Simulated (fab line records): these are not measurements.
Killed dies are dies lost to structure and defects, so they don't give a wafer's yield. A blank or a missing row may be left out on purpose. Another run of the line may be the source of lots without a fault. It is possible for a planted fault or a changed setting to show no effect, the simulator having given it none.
Matching of chambers ; flow nandHarc ; 4 sister chambers for NHARC_A_SLIT_DESCUM_14 on rieDiel-09
The step chemistry O2, time 3 s. 24 wafers are shown with their chamber, then 12 later ones without.

WAFERS, EACH WITH ITS CHAMBER
wafer;chamber;drypumpMotorCurrentA (A);oesProductAu (a.u.);throttleValvePct (%)
L074.1;1;5.8;0.986;11.317
L074.2;2;5.9;1.000;11.312
L074.6;3;6.4;1.000;11.315
L077.1;3;6.3;0.993;11.295
L077.5;0;5.6;0.989;11.303
L077.6;1;5.8;0.989;11.329
L078.4;0;5.6;0.993;11.313
L078.5;1;5.9;0.994;11.316
L078.6;0;5.6;0.999;11.303
L080.1;0;5.6;0.988;11.315
L080.4;2;5.9;1.007;11.305
L080.6;2;5.9;1.000;11.308
L081.1;3;6.3;1.002;11.306
L081.3;0;5.6;0.991;11.294
L081.6;3;6.3;1.005;11.306
L083.1;0;5.6;0.993;11.323
L083.5;2;5.9;1.005;11.322
L083.6;3;6.4;1.004;11.319
L084.2;2;5.9;1.001;11.304
L084.3;0;5.6;0.993;11.294
L084.5;1;5.8;1.000;11.305
L087.4;2;5.9;1.014;11.313
L087.5;0;5.6;0.984;11.322
L087.6;1;5.8;1.002;11.303

SIGNATURES (means of the wafers above)
reading;chamber 0;chamber 1;chamber 2;chamber 3;scatter within a chamber
drypumpMotorCurrentA;5.600;5.820;5.900;6.340;0.0316
oesProductAu;0.99125;0.99420;1.00450;1.00080;0.00532
throttleValvePct;11.30837;11.31400;11.31067;11.30820;0.00985
Rule: a wafer's distance from a chamber is the root of the sum, over the readings, of the square of ((its reading less the chamber's mean) divided by the reading's scatter). If the next closest chamber is less than 2 further off than the closest, the wafer can't be placed; otherwise it belongs to the closest. The scatter is the square root of a quotient: the sum, over the shown wafers, of each reading's squared deviation from its chamber's mean, divided by wafers minus chambers.

WAFERS WITHOUT THEIR CHAMBER
wafer;drypumpMotorCurrentA (A);oesProductAu (a.u.);throttleValvePct (%)
L088.1;5.8;0.996;11.314
L088.3;6.3;1.001;11.309
L088.4;5.7;0.990;11.287
L091.1;5.7;0.986;11.293
L091.2;5.9;1.002;11.310
L091.5;6.3;0.995;11.318
L094.1;5.6;0.979;11.320
L094.4;5.8;1.003;11.291
L094.6;5.6;0.992;11.326
L096.1;6.3;0.997;11.316
L096.3;5.6;0.994;11.305
L096.6;5.6;0.995;11.309

EACH ONE'S CHAMBER
wafer;from the rows above;in truth
L088.1;1;1
L088.3;3;3
L088.4;can't be placed: 0 or 1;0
L091.1;can't be placed: 0 or 1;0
L091.2;2;2
L091.5;3;3
L094.1;0;0
L094.4;can't be placed: 1 or 2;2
L094.6;0;0
L096.1;3;3
L096.3;0;0
L096.6;0;0
Placed correctly: 9 of 12. Not placeable from these rows: 3 (in 3, the candidates include the true chamber). 0 placed wrongly.
